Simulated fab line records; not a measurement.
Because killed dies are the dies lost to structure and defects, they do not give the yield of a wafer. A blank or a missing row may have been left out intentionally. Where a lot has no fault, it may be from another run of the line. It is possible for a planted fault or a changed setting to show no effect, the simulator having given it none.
fab line records / flow nand-harc
[record] lots = 6 wafers = 18 last-day = 24
route steps=1159 shown A_CHANNEL_HOLE_D1@487 A_CHANNEL_FILL_D1@490 END@1159
lots that met no fault: from a run of the same line without faults
start-h: start of the lot's first displayed wafer, in hours after the record's first day / wait-h: time in hours since the lot's previous step / " repeats the value in the row above / L1.1+2: several wafers, shown together as one row / - no value present, or no start provided / * or withheld: withheld / < > ~ a bound
route shown NAME@n: NAME is a module with steps in the file, n the number in the route of the first one / usual: mean/standard deviation taken from wafers without a fault / same: alike in all rows / chamber/n: place in a boat / sites: per-site readings / _std_site: how widely they spread, as a standard deviation / _edge_site: the outer-site mean with the inner-site mean subtracted / radius-mm: how far each site lies from the wafer's centre / mask NAME#n: copy n / behind: tool/chamber where the wafer was last shaped / hold: cause of the lot's hold/its duration in hours/its outcome / device: which transistor (n, p or np) failed to switch / end of line: at the end of the route, the tests of the same wafers / a step with no rows: only its recipe / killed: dies lost to structure and defects at the first sort, not the wafer's yield / map: a wafer's dies, marking killed ones x, the rest . and places with no die _
set.NAME: the setting that was run; set.NAME@STEP: the one run at that earlier step / model.NAME: the simulator's own value behind a step, which no gauge read
lots at selected steps of the route; one table per step, one row per wafer
services: when a tool's chamber went out of use (start-h, in hours from the record's first day, below 0 if earlier), for how many hours, and the reason
[[steps]]
[step NHARC_A_CHANNEL_HOLE_D1_CD_MEAS_30]
[usual] cd-nm = 90.1/0.97
lot.wafer=L668.2 tool=cd-sem-03 chamber=- start-h=189.64 wait-h=- cd-nm=91.1
lot.wafer=L668.3 tool=cd-sem-03 chamber=- start-h=189.64 wait-h=- cd-nm=90.0
lot.wafer=L668.5 tool=cd-sem-03 chamber=- start-h=189.64 wait-h=- cd-nm=90.2
lot.wafer=L672.4 tool=cd-sem-01 chamber=- start-h=201.31 wait-h=- cd-nm=91.3
lot.wafer=L672.5 tool=cd-sem-01 chamber=- start-h=201.31 wait-h=- cd-nm=89.7
lot.wafer=L672.6 tool=cd-sem-01 chamber=- start-h=201.31 wait-h=- cd-nm=90.8
lot.wafer=L674.1 tool=cd-sem-02 chamber=- start-h=221.57 wait-h=- cd-nm=88.9
lot.wafer=L674.2 tool=cd-sem-02 chamber=- start-h=221.57 wait-h=- cd-nm=88.5
lot.wafer=L674.6 tool=cd-sem-02 chamber=- start-h=221.57 wait-h=- cd-nm=89.2
lot.wafer=L677.2 tool=cd-sem-02 chamber=- start-h=231.52 wait-h=0.1 cd-nm=89.4
lot.wafer=L677.4 tool=cd-sem-02 chamber=- start-h=231.52 wait-h=0.1 cd-nm=89.5
lot.wafer=L677.6 tool=cd-sem-02 chamber=- start-h=231.52 wait-h=0.1 cd-nm=88.8
lot.wafer=L687.1 tool=cd-sem-03 chamber=- start-h=299.72 wait-h=- cd-nm=90.4
lot.wafer=L687.3 tool=cd-sem-03 chamber=- start-h=299.72 wait-h=- cd-nm=90.4
lot.wafer=L687.5 tool=cd-sem-03 chamber=- start-h=299.72 wait-h=- cd-nm=90.9
lot.wafer=L690.2 tool=cd-sem-02 chamber=- start-h=307.65 wait-h=0.1 cd-nm=89.8
lot.wafer=L690.5 tool=cd-sem-02 chamber=- start-h=307.65 wait-h=0.1 cd-nm=89.9
lot.wafer=L690.6 tool=cd-sem-02 chamber=- start-h=307.65 wait-h=0.1 cd-nm=90.4
[step NHARC_A_CHANNEL_HOLE_D1_XSEM_31]
[recipe] landing-energy-ev = 35000
[usual] bot-cd-nm = 74.5/1.1 bow-nm = 8.56/0.25 tilt-deg = 0.06/0.045
lot.wafer=L668.2 tool=xsem-01 chamber=0 start-h=189.73 wait-h=0.1 bot-cd-nm=76.2 bow-nm=8.47 tilt-deg=0.06
lot.wafer=L668.3 tool=xsem-01 chamber=0 start-h=189.73 wait-h=0.1 bot-cd-nm=75.8 bow-nm=8.44 tilt-deg=0.06
lot.wafer=L668.5 tool=xsem-01 chamber=0 start-h=189.73 wait-h=0.1 bot-cd-nm=74.8 bow-nm=8.46 tilt-deg=0.06
lot.wafer=L672.4 tool=xsem-02 chamber=0 start-h=201.40 wait-h=0.1 bot-cd-nm=76.3 bow-nm=8.76 tilt-deg=-0.03
lot.wafer=L672.5 tool=xsem-02 chamber=0 start-h=201.40 wait-h=0.1 bot-cd-nm=73.8 bow-nm=8.69 tilt-deg=-0.03
lot.wafer=L672.6 tool=xsem-02 chamber=0 start-h=201.40 wait-h=0.1 bot-cd-nm=75.2 bow-nm=8.69 tilt-deg=-0.03
lot.wafer=L674.1 tool=xsem-02 chamber=0 start-h=221.66 wait-h=0.1 bot-cd-nm=73.6 bow-nm=9.02 tilt-deg=0.10
lot.wafer=L674.2 tool=xsem-02 chamber=0 start-h=221.66 wait-h=0.1 bot-cd-nm=73.2 bow-nm=8.99 tilt-deg=0.10
lot.wafer=L674.6 tool=xsem-02 chamber=0 start-h=221.66 wait-h=0.1 bot-cd-nm=74.0 bow-nm=8.93 tilt-deg=0.10
lot.wafer=L677.2 tool=xsem-01 chamber=0 start-h=231.61 wait-h=0.1 bot-cd-nm=73.2 bow-nm=8.78 tilt-deg=0.07
lot.wafer=L677.4 tool=xsem-01 chamber=0 start-h=231.61 wait-h=0.1 bot-cd-nm=74.0 bow-nm=8.89 tilt-deg=0.08
lot.wafer=L677.6 tool=xsem-01 chamber=0 start-h=231.61 wait-h=0.1 bot-cd-nm=73.0 bow-nm=8.83 tilt-deg=0.07
lot.wafer=L687.1 tool=xsem-01 chamber=0 start-h=299.82 wait-h=0.1 bot-cd-nm=74.7 bow-nm=8.65 tilt-deg=0.05
lot.wafer=L687.3 tool=xsem-01 chamber=0 start-h=299.82 wait-h=0.1 bot-cd-nm=74.7 bow-nm=8.58 tilt-deg=0.05
lot.wafer=L687.5 tool=xsem-01 chamber=0 start-h=299.82 wait-h=0.1 bot-cd-nm=75.1 bow-nm=8.61 tilt-deg=0.05
lot.wafer=L690.2 tool=xsem-01 chamber=0 start-h=307.74 wait-h=0.1 bot-cd-nm=74.3 bow-nm=8.74 tilt-deg=0.06
lot.wafer=L690.5 tool=xsem-01 chamber=0 start-h=307.74 wait-h=0.1 bot-cd-nm=74.6 bow-nm=8.65 tilt-deg=0.06
lot.wafer=L690.6 tool=xsem-01 chamber=0 start-h=307.74 wait-h=0.1 bot-cd-nm=75.0 bow-nm=8.72 tilt-deg=0.06
[step NHARC_A_CHANNEL_HOLE_D1_INSPECT_40]
[usual] raw-defect-count = 62/18
lot.wafer=L668.2 tool=defect-inspect-01 chamber=- start-h=189.83 wait-h=- raw-defect-count=42
lot.wafer=L668.3 tool=defect-inspect-01 chamber=- start-h=189.83 wait-h=- raw-defect-count=55
lot.wafer=L668.5 tool=defect-inspect-01 chamber=- start-h=189.83 wait-h=- raw-defect-count=52
lot.wafer=L672.4 tool=defect-inspect-01 chamber=- start-h=201.49 wait-h=- raw-defect-count=44
lot.wafer=L672.5 tool=defect-inspect-01 chamber=- start-h=201.49 wait-h=- raw-defect-count=45
lot.wafer=L672.6 tool=defect-inspect-01 chamber=- start-h=201.49 wait-h=- raw-defect-count=60
lot.wafer=L674.1 tool=defect-inspect-01 chamber=- start-h=221.76 wait-h=- raw-defect-count=78
lot.wafer=L674.2 tool=defect-inspect-01 chamber=- start-h=221.76 wait-h=- raw-defect-count=64
lot.wafer=L674.6 tool=defect-inspect-01 chamber=- start-h=221.76 wait-h=- raw-defect-count=64
lot.wafer=L677.2 tool=defect-inspect-01 chamber=- start-h=231.72 wait-h=- raw-defect-count=48
lot.wafer=L677.4 tool=defect-inspect-01 chamber=- start-h=231.72 wait-h=- raw-defect-count=57
lot.wafer=L677.6 tool=defect-inspect-01 chamber=- start-h=231.72 wait-h=- raw-defect-count=47
lot.wafer=L687.1 tool=defect-inspect-01 chamber=- start-h=299.92 wait-h=- raw-defect-count=67
lot.wafer=L687.3 tool=defect-inspect-01 chamber=- start-h=299.92 wait-h=- raw-defect-count=78
lot.wafer=L687.5 tool=defect-inspect-01 chamber=- start-h=299.92 wait-h=- raw-defect-count=66
lot.wafer=L690.2 tool=defect-inspect-01 chamber=- start-h=307.83 wait-h=- raw-defect-count=56
lot.wafer=L690.5 tool=defect-inspect-01 chamber=- start-h=307.83 wait-h=- raw-defect-count=46
lot.wafer=L690.6 tool=defect-inspect-01 chamber=- start-h=307.83 wait-h=- raw-defect-count=58
[step NHARC_A_CHANNEL_FILL_D1_PRECLEAN_00]
[recipe] time-s = * temp-c = 50 bath-age-min = 0 chemistry = SC1
[step NHARC_A_CHANNEL_FILL_D1_SRD_01]
[step NHARC_A_CHANNEL_FILL_D1_ALD_02]
[recipe] target-thk-a = 60 pulse-time-s = 10 ald-cycles = 60 temp-c = 300 material = SiO2
[step NHARC_A_CHANNEL_FILL_D1_ALD_03]
[recipe] target-thk-a = 60 pulse-time-s = 60 ald-cycles = 58 temp-c = 630 pressure-torr = 2 material = SiNx
[usual] precursor-pulse-height-rel = 1.002/0.019
lot.wafer=L668.2 tool=ald-sin-batch-01 chamber=0 start-h=- wait-h=- precursor-pulse-height-rel=0.987
lot.wafer=L668.3 tool=ald-sin-batch-01 chamber=0 start-h=- wait-h=- precursor-pulse-height-rel=0.998
lot.wafer=L668.5 tool=ald-sin-batch-01 chamber=0 start-h=- wait-h=- precursor-pulse-height-rel=1.023
lot.wafer=L672.4 tool=ald-sin-batch-02 chamber=0 start-h=- wait-h=- precursor-pulse-height-rel=1.018
lot.wafer=L672.5 tool=ald-sin-batch-02 chamber=0 start-h=- wait-h=- precursor-pulse-height-rel=0.990
lot.wafer=L672.6 tool=ald-sin-batch-02 chamber=0 start-h=- wait-h=- precursor-pulse-height-rel=1.003
lot.wafer=L674.1 tool=ald-sin-batch-01 chamber=0 start-h=- wait-h=- precursor-pulse-height-rel=0.999
lot.wafer=L674.2 tool=ald-sin-batch-01 chamber=0 start-h=- wait-h=- precursor-pulse-height-rel=1.036
lot.wafer=L674.6 tool=ald-sin-batch-01 chamber=0 start-h=- wait-h=- precursor-pulse-height-rel=0.967
lot.wafer=L677.2 tool=ald-sin-batch-02 chamber=0 start-h=- wait-h=- precursor-pulse-height-rel=1.011
lot.wafer=L677.4 tool=ald-sin-batch-02 chamber=0 start-h=- wait-h=- precursor-pulse-height-rel=1.024
lot.wafer=L677.6 tool=ald-sin-batch-02 chamber=0 start-h=- wait-h=- precursor-pulse-height-rel=1.001
lot.wafer=L687.1 tool=ald-sin-batch-01 chamber=0 start-h=- wait-h=- precursor-pulse-height-rel=1.019
lot.wafer=L687.3 tool=ald-sin-batch-01 chamber=0 start-h=- wait-h=- precursor-pulse-height-rel=1.001
lot.wafer=L687.5 tool=ald-sin-batch-01 chamber=0 start-h=- wait-h=- precursor-pulse-height-rel=1.009
lot.wafer=L690.2 tool=ald-sin-batch-03 chamber=0 start-h=- wait-h=- precursor-pulse-height-rel=1.008
lot.wafer=L690.5 tool=ald-sin-batch-03 chamber=0 start-h=- wait-h=- precursor-pulse-height-rel=0.986
lot.wafer=L690.6 tool=ald-sin-batch-03 chamber=0 start-h=- wait-h=- precursor-pulse-height-rel=1.024
[step NHARC_A_CHANNEL_FILL_D1_ALD_14]
[recipe] target-thk-a = 25 pulse-time-s = 10 ald-cycles = 25 temp-c = 300 material = SiO2
[usual] heater-power-outer-w = 261/31 heater-power-w = 465/50 precursor-pulse-height-rel = 1.001/0.019
lot.wafer=L668.2 tool=ald-hk-01 chamber=2 start-h=199.37 wait-h=2.4 heater-power-outer-w=238 heater-power-w=420 precursor-pulse-height-rel=1.034
lot.wafer=L668.3 tool=ald-hk-01 chamber=0 start-h=199.37 wait-h=2.4 heater-power-outer-w=244 heater-power-w=452 precursor-pulse-height-rel=0.975
lot.wafer=L668.5 tool=ald-hk-01 chamber=1 start-h=199.37 wait-h=2.4 heater-power-outer-w=294 heater-power-w=503 precursor-pulse-height-rel=0.969
lot.wafer=L672.4 tool=ald-hk-03 chamber=2 start-h=207.10 wait-h=0.7 heater-power-outer-w=229 heater-power-w=432 precursor-pulse-height-rel=0.988
lot.wafer=L672.5 tool=ald-hk-03 chamber=3 start-h=207.10 wait-h=0.7 heater-power-outer-w=301 heater-power-w=499 precursor-pulse-height-rel=0.988
lot.wafer=L672.6 tool=ald-hk-03 chamber=0 start-h=207.10 wait-h=0.7 heater-power-outer-w=238 heater-power-w=380 precursor-pulse-height-rel=1.019
lot.wafer=L674.1 tool=ald-hk-03 chamber=2 start-h=228.91 wait-h=0.0 heater-power-outer-w=233 heater-power-w=443 precursor-pulse-height-rel=1.006
lot.wafer=L674.2 tool=ald-hk-03 chamber=1 start-h=228.91 wait-h=0.0 heater-power-outer-w=241 heater-power-w=420 precursor-pulse-height-rel=1.020
lot.wafer=L674.6 tool=ald-hk-03 chamber=3 start-h=228.91 wait-h=0.0 heater-power-outer-w=298 heater-power-w=498 precursor-pulse-height-rel=0.997
lot.wafer=L677.4 tool=ald-hk-02 chamber=1 start-h=239.84 wait-h=1.0 heater-power-outer-w=239 heater-power-w=450 precursor-pulse-height-rel=1.012
lot.wafer=L677.2 tool=ald-hk-02 chamber=3 start-h=239.84 wait-h=1.0 heater-power-outer-w=216 heater-power-w=395 precursor-pulse-height-rel=1.022
lot.wafer=L677.6 tool=ald-hk-02 chamber=0 start-h=239.84 wait-h=1.0 heater-power-outer-w=287 heater-power-w=545 precursor-pulse-height-rel=0.996
lot.wafer=L687.3 tool=ald-hk-03 chamber=1 start-h=308.63 wait-h=0.0 heater-power-outer-w=255 heater-power-w=422 precursor-pulse-height-rel=1.035
lot.wafer=L687.1 tool=ald-hk-03 chamber=2 start-h=308.63 wait-h=0.0 heater-power-outer-w=238 heater-power-w=442 precursor-pulse-height-rel=0.994
lot.wafer=L687.5 tool=ald-hk-03 chamber=2 start-h=308.63 wait-h=0.0 heater-power-outer-w=231 heater-power-w=426 precursor-pulse-height-rel=0.980
lot.wafer=L690.2 tool=ald-hk-03 chamber=1 start-h=317.12 wait-h=1.8 heater-power-outer-w=249 heater-power-w=430 precursor-pulse-height-rel=0.990
lot.wafer=L690.6 tool=ald-hk-03 chamber=2 start-h=317.12 wait-h=1.8 heater-power-outer-w=225 heater-power-w=439 precursor-pulse-height-rel=1.059
lot.wafer=L690.5 tool=ald-hk-03 chamber=3 start-h=317.12 wait-h=1.8 heater-power-outer-w=295 heater-power-w=505 precursor-pulse-height-rel=1.015
[step NHARC_A_CHANNEL_FILL_D1_ALD_15]
[recipe] target-thk-a = 20 pulse-time-s = 60 ald-cycles = 19 temp-c = 630 pressure-torr = 2 material = SiNx
[usual] precursor-pulse-height-rel = 0.999/0.018
lot.wafer=L668.2 tool=ald-sin-batch-01 chamber=0 start-h=- wait-h=- precursor-pulse-height-rel=1.013
lot.wafer=L668.3 tool=ald-sin-batch-01 chamber=0 start-h=- wait-h=- precursor-pulse-height-rel=1.008
lot.wafer=L668.5 tool=ald-sin-batch-01 chamber=0 start-h=- wait-h=- precursor-pulse-height-rel=0.990
lot.wafer=L672.4 tool=ald-sin-batch-02 chamber=0 start-h=- wait-h=- precursor-pulse-height-rel=0.998
lot.wafer=L672.5 tool=ald-sin-batch-02 chamber=0 start-h=- wait-h=- precursor-pulse-height-rel=1.000
lot.wafer=L672.6 tool=ald-sin-batch-02 chamber=0 start-h=- wait-h=- precursor-pulse-height-rel=0.981
lot.wafer=L674.1 tool=ald-sin-batch-01 chamber=0 start-h=- wait-h=- precursor-pulse-height-rel=1.003
lot.wafer=L674.2 tool=ald-sin-batch-01 chamber=0 start-h=- wait-h=- precursor-pulse-height-rel=0.997
lot.wafer=L674.6 tool=ald-sin-batch-01 chamber=0 start-h=- wait-h=- precursor-pulse-height-rel=1.013
lot.wafer=L677.2 tool=ald-sin-batch-02 chamber=0 start-h=- wait-h=- precursor-pulse-height-rel=1.016
lot.wafer=L677.4 tool=ald-sin-batch-02 chamber=0 start-h=- wait-h=- precursor-pulse-height-rel=0.983
lot.wafer=L677.6 tool=ald-sin-batch-02 chamber=0 start-h=- wait-h=- precursor-pulse-height-rel=0.981
lot.wafer=L687.1 tool=ald-sin-batch-02 chamber=0 start-h=- wait-h=- precursor-pulse-height-rel=1.024
lot.wafer=L687.3 tool=ald-sin-batch-02 chamber=0 start-h=- wait-h=- precursor-pulse-height-rel=0.997
lot.wafer=L687.5 tool=ald-sin-batch-02 chamber=0 start-h=- wait-h=- precursor-pulse-height-rel=0.984
lot.wafer=L690.2 tool=ald-sin-batch-01 chamber=0 start-h=- wait-h=- precursor-pulse-height-rel=0.992
lot.wafer=L690.5 tool=ald-sin-batch-01 chamber=0 start-h=- wait-h=- precursor-pulse-height-rel=1.008
lot.wafer=L690.6 tool=ald-sin-batch-01 chamber=0 start-h=- wait-h=- precursor-pulse-height-rel=1.000
[step NHARC_A_CHANNEL_FILL_D1_ALD_16]
[recipe] target-thk-a = 15 pulse-time-s = 10 ald-cycles = 15 temp-c = 300 material = SiO2
[step NHARC_A_CHANNEL_FILL_D1_ANNEAL_17]
[recipe] temp-c = 850 time-s = 1800
[step NHARC_A_CHANNEL_FILL_D1_CVD_18]
[recipe] target-thk-a = 30 temp-c = 550 material = poly-Si
[step NHARC_A_CHANNEL_FILL_D1_ETCHBACK_19]
[recipe] target-depth-a = 50 time-s = 1.7 hbr-flow-sccm = 150 cl2-flow-sccm = 50 rf-w = 400 icp-w = 400 bias-w = 100 chemistry = HBr/Cl2
[usual] drypump-motor-current-A = 5.9/0.56 oes-product-au = 1.000/0.0079 throttle-valve-pct = 26.405/0.0087
lot.wafer=L668.2 tool=rie-si-06 chamber=0 start-h=217.29 wait-h=0.4 drypump-motor-current-A=5.7 oes-product-au=1.005 rf-hours-counter-h=0.2 throttle-valve-pct=26.405
lot.wafer=L668.3 tool=rie-si-06 chamber=2 start-h=217.29 wait-h=0.4 drypump-motor-current-A=5.6 oes-product-au=0.999 rf-hours-counter-h=0.3 throttle-valve-pct=26.405
lot.wafer=L668.5 tool=rie-si-06 chamber=0 start-h=217.29 wait-h=0.4 drypump-motor-current-A=5.7 oes-product-au=1.001 rf-hours-counter-h=- throttle-valve-pct=26.400
lot.wafer=L672.6 tool=rie-si-04 chamber=2 start-h=223.69 wait-h=0.4 drypump-motor-current-A=5.8 oes-product-au=0.999 rf-hours-counter-h=- throttle-valve-pct=26.403
lot.wafer=L672.4 tool=rie-si-04 chamber=0 start-h=223.69 wait-h=0.4 drypump-motor-current-A=6.3 oes-product-au=1.001 rf-hours-counter-h=- throttle-valve-pct=26.400
lot.wafer=L672.5 tool=rie-si-04 chamber=1 start-h=223.69 wait-h=0.4 drypump-motor-current-A=6.6 oes-product-au=1.011 rf-hours-counter-h=- throttle-valve-pct=26.399
lot.wafer=L674.1 tool=rie-si-04 chamber=1 start-h=246.00 wait-h=0.4 drypump-motor-current-A=6.7 oes-product-au=1.002 rf-hours-counter-h=1.1 throttle-valve-pct=26.404
lot.wafer=L674.2 tool=rie-si-04 chamber=2 start-h=246.00 wait-h=0.4 drypump-motor-current-A=5.8 oes-product-au=1.332 rf-hours-counter-h=1.2 throttle-valve-pct=26.418
lot.wafer=L674.6 tool=rie-si-04 chamber=1 start-h=246.00 wait-h=0.4 drypump-motor-current-A=6.7 oes-product-au=1.337 rf-hours-counter-h=- throttle-valve-pct=26.416
lot.wafer=L677.4 tool=rie-si-04 chamber=1 start-h=256.41 wait-h=0.4 drypump-motor-current-A=6.7 oes-product-au=0.987 rf-hours-counter-h=1.3 throttle-valve-pct=26.399
lot.wafer=L677.2 tool=rie-si-04 chamber=2 start-h=256.41 wait-h=0.4 drypump-motor-current-A=5.8 oes-product-au=1.329 rf-hours-counter-h=1.4 throttle-valve-pct=26.401
lot.wafer=L677.6 tool=rie-si-04 chamber=0 start-h=256.41 wait-h=0.4 drypump-motor-current-A=6.2 oes-product-au=1.324 rf-hours-counter-h=- throttle-valve-pct=26.414
lot.wafer=L687.3 tool=rie-si-05 chamber=3 start-h=331.15 wait-h=0.4 drypump-motor-current-A=6.3 oes-product-au=1.005 rf-hours-counter-h=0.6 throttle-valve-pct=26.406
lot.wafer=L687.1 tool=rie-si-05 chamber=0 start-h=331.15 wait-h=0.4 drypump-motor-current-A=6.4 oes-product-au=1.008 rf-hours-counter-h=0.7 throttle-valve-pct=26.411
lot.wafer=L687.5 tool=rie-si-05 chamber=1 start-h=331.15 wait-h=0.4 drypump-motor-current-A=6.2 oes-product-au=1.001 rf-hours-counter-h=- throttle-valve-pct=26.411
lot.wafer=L690.2 tool=rie-si-06 chamber=3 start-h=331.17 wait-h=0.4 drypump-motor-current-A=6.4 oes-product-au=1.005 rf-hours-counter-h=1.3 throttle-valve-pct=26.403
lot.wafer=L690.6 tool=rie-si-06 chamber=0 start-h=331.17 wait-h=0.4 drypump-motor-current-A=5.7 oes-product-au=1.007 rf-hours-counter-h=- throttle-valve-pct=26.395
lot.wafer=L690.5 tool=rie-si-06 chamber=1 start-h=331.17 wait-h=0.4 drypump-motor-current-A=4.6 oes-product-au=1.001 rf-hours-counter-h=- throttle-valve-pct=26.391
[step NHARC_A_CHANNEL_FILL_D1_ETCHBACK_20]
[recipe] target-depth-a = 270 time-s = 13.5 c4f8-flow-sccm = withheld o2-flow-sccm = 8 ar-flow-sccm = withheld rf-w = 600 bias-w = 1500 chemistry = C4F8/O2/Ar
[usual] oes-product-au = 0.97/0.036 rf-vpp-V = 977/6
lot.wafer=L668.2 tool=rie-diel-13 chamber=1 start-h=217.42 wait-h=- oes-product-au=0.99 rf-hours-counter-h=2.5 rf-vpp-V=972
lot.wafer=L668.3 tool=rie-diel-13 chamber=2 start-h=217.42 wait-h=- oes-product-au=1.00 rf-hours-counter-h=2.5 rf-vpp-V=971
lot.wafer=L668.5 tool=rie-diel-13 chamber=1 start-h=217.42 wait-h=- oes-product-au=0.99 rf-hours-counter-h=- rf-vpp-V=971
lot.wafer=L672.4 tool=rie-diel-13 chamber=1 start-h=223.84 wait-h=- oes-product-au=1.01 rf-hours-counter-h=2.8 rf-vpp-V=971
lot.wafer=L672.6 tool=rie-diel-13 chamber=3 start-h=223.84 wait-h=- oes-product-au=0.99 rf-hours-counter-h=- rf-vpp-V=981
lot.wafer=L672.5 tool=rie-diel-13 chamber=0 start-h=223.84 wait-h=- oes-product-au=1.00 rf-hours-counter-h=- rf-vpp-V=974
lot.wafer=L674.1 tool=rie-diel-13 chamber=1 start-h=246.13 wait-h=- oes-product-au=1.00 rf-hours-counter-h=3.5 rf-vpp-V=971
lot.wafer=L674.2 tool=rie-diel-13 chamber=2 start-h=246.13 wait-h=- oes-product-au=1.00 rf-hours-counter-h=3.4 rf-vpp-V=971
lot.wafer=L674.6 tool=rie-diel-13 chamber=0 start-h=246.13 wait-h=- oes-product-au=1.00 rf-hours-counter-h=- rf-vpp-V=975
lot.wafer=L677.2 tool=rie-diel-13 chamber=3 start-h=256.53 wait-h=- oes-product-au=0.93 rf-hours-counter-h=3.4 rf-vpp-V=981
lot.wafer=L677.4 tool=rie-diel-13 chamber=1 start-h=256.53 wait-h=- oes-product-au=0.93 rf-hours-counter-h=3.6 rf-vpp-V=972
lot.wafer=L677.6 tool=rie-diel-13 chamber=3 start-h=256.53 wait-h=- oes-product-au=0.91 rf-hours-counter-h=- rf-vpp-V=982
lot.wafer=L690.2 tool=rie-diel-01 chamber=0 start-h=331.26 wait-h=- oes-product-au=1.00 rf-hours-counter-h=1.0 rf-vpp-V=982
lot.wafer=L690.5 tool=rie-diel-01 chamber=0 start-h=331.26 wait-h=- oes-product-au=1.02 rf-hours-counter-h=- rf-vpp-V=981
lot.wafer=L690.6 tool=rie-diel-01 chamber=1 start-h=331.26 wait-h=- oes-product-au=1.01 rf-hours-counter-h=- rf-vpp-V=984
lot.wafer=L687.1 tool=rie-diel-08 chamber=2 start-h=331.26 wait-h=- oes-product-au=0.99 rf-hours-counter-h=0.8 rf-vpp-V=985
lot.wafer=L687.3 tool=rie-diel-08 chamber=0 start-h=331.26 wait-h=- oes-product-au=1.00 rf-hours-counter-h=0.9 rf-vpp-V=979
lot.wafer=L687.5 tool=rie-diel-08 chamber=2 start-h=331.26 wait-h=- oes-product-au=1.00 rf-hours-counter-h=- rf-vpp-V=985
[step NHARC_END_SORT_01]
[recipe] temp-c = 25
[usual] killed-at-array = 26/9.6 killed-at-other = 0.7/0.92 killed-at-periphery = 3.8/2.7 killed-dies = 31/10 killed-open = 3.3/1.7 killed-short = 1.8/1.3
[same] gross-dies = 677
lot.wafer=L674.1 tool=prober-01 chamber=0 start-h=477.76 wait-h=2.5 killed-at-array=27 killed-at-other=1 killed-at-periphery=3 killed-dies=31 killed-open=3 killed-short=2
lot.wafer=L674.2 tool=prober-01 chamber=0 start-h=478.58 wait-h=2.8 killed-at-array=28 killed-at-other=0 killed-at-periphery=5 killed-dies=33 killed-open=5 killed-short=1
lot.wafer=L674.6 tool=prober-01 chamber=0 start-h=481.85 wait-h=4.1 killed-at-array=22 killed-at-other=2 killed-at-periphery=3 killed-dies=27 killed-open=2 killed-short=1
// killed by level:class
L674.1 A_CHANNEL_HOLE_D1:chamber-film-flake=15 A_SLIT:chamber-film-flake=5 A_CONTACT:chamber-film-flake=3 P_M0:geometric-particle:short=2 A_CONTACT:geometric-particle:open=2 A_M1:chamber-film-flake=2 P_M2:geometric-particle:open=1 THIN_TSV:chamber-film-flake=1
L674.2 A_CHANNEL_HOLE_D1:chamber-film-flake=16 A_SLIT:chamber-film-flake=3 A_CONTACT:chamber-film-flake=3 P_CONTACT:geometric-particle:open=2 A_M1:chamber-film-flake=2 P_M1:geometric-particle:open=1 A_CHANNEL_FILL_D1:geometric-particle:open=1 A_CONTACT:geometric-particle:open=1
L674.6 A_CHANNEL_HOLE_D1:chamber-film-flake=8 A_SLIT:chamber-film-flake=7 A_M1:chamber-film-flake=5 P_BONDPAD:chamber-film-flake=3 A_CONTACT:geometric-particle:open=1 STARTING-WAFER:geometric-particle:open=1 STARTING-WAFER:geometric-particle:short=1 A_STAIRCASE:chamber-film-flake=1
[[services]]
tool=rie-si-04 chamber=1 start-h=175.31 hours=6.6 kind=repair
tool=rie-si-05 chamber=3 start-h=176.09 hours=2.0 kind=repair
tool=rie-si-06 chamber=- start-h=183.00 hours=9.0 kind=pm
tool=rie-diel-01 chamber=3 start-h=191.09 hours=14.9 kind=repair
tool=rie-si-06 chamber=3 start-h=193.43 hours=6.1 kind=repair
tool=rie-si-06 chamber=0 start-h=202.24 hours=6.4 kind=repair
tool=rie-diel-08 chamber=2 start-h=204.65 hours=9.6 kind=repair
tool=ald-sin-batch-03 chamber=- start-h=207.24 hours=26.8 kind=repair
tool=rie-diel-08 chamber=0 start-h=212.16 hours=3.6 kind=repair
tool=rie-si-04 chamber=3 start-h=216.58 hours=9.5 kind=repair
tool=rie-si-05 chamber=- start-h=222.28 hours=0.4 kind=repair
tool=ald-hk-01 chamber=- start-h=231.67 hours=10.0 kind=pm
tool=rie-diel-01 chamber=0 start-h=235.40 hours=6.1 kind=repair
tool=rie-diel-08 chamber=1 start-h=236.58 hours=2.9 kind=repair
tool=rie-si-05 chamber=- start-h=239.00 hours=9.0 kind=pm
tool=rie-diel-01 chamber=3 start-h=265.08 hours=3.8 kind=repair
tool=rie-diel-08 chamber=3 start-h=274.85 hours=5.2 kind=repair
tool=rie-diel-01 chamber=3 start-h=275.74 hours=1.4 kind=repair
tool=rie-diel-13 chamber=- start-h=276.00 hours=9.0 kind=pm
tool=rie-si-04 chamber=- start-h=276.00 hours=9.0 kind=pm
tool=ald-hk-02 chamber=- start-h=281.63 hours=10.0 kind=pm
tool=rie-diel-13 chamber=1 start-h=301.56 hours=7.3 kind=repair
tool=xsem-02 chamber=- start-h=302.00 hours=14.0 kind=pm
tool=ald-hk-03 chamber=- start-h=327.15 hours=10.0 kind=pm
[[key]]
[first-sign] step = NHARC_A_CHANNEL_FILL_D1_ETCHBACK_19 reading = oes-product-au direction = up sigmas = 42 usual = 1.000 struck = 1.331
effect none on later readings
met-at NHARC_A_CHANNEL_FILL_D1_ETCHBACK_19
struck-wafers L674.2,L674.6,L677.2,L677.6
tester-left-out L674,L677
onset-between 223.69 246.00
[fault] kind = process-parameter-drift tool = rie-si-04 chamber = - onset-h = 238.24 steps = NHARC_A_CHANNEL_FILL_D1_ETCHBACK_19 channel = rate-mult offset = 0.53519 shape = step end-h = 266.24 scope = struck-wafers-only
// tester-left-out: of these lots the tester's yield and bins aren't shown, on N5 and GAA mostly nor the transistor test; their killed dies are dies lost to structure and defects alone, not to doping, threshold or leakage, so they don't give the yield
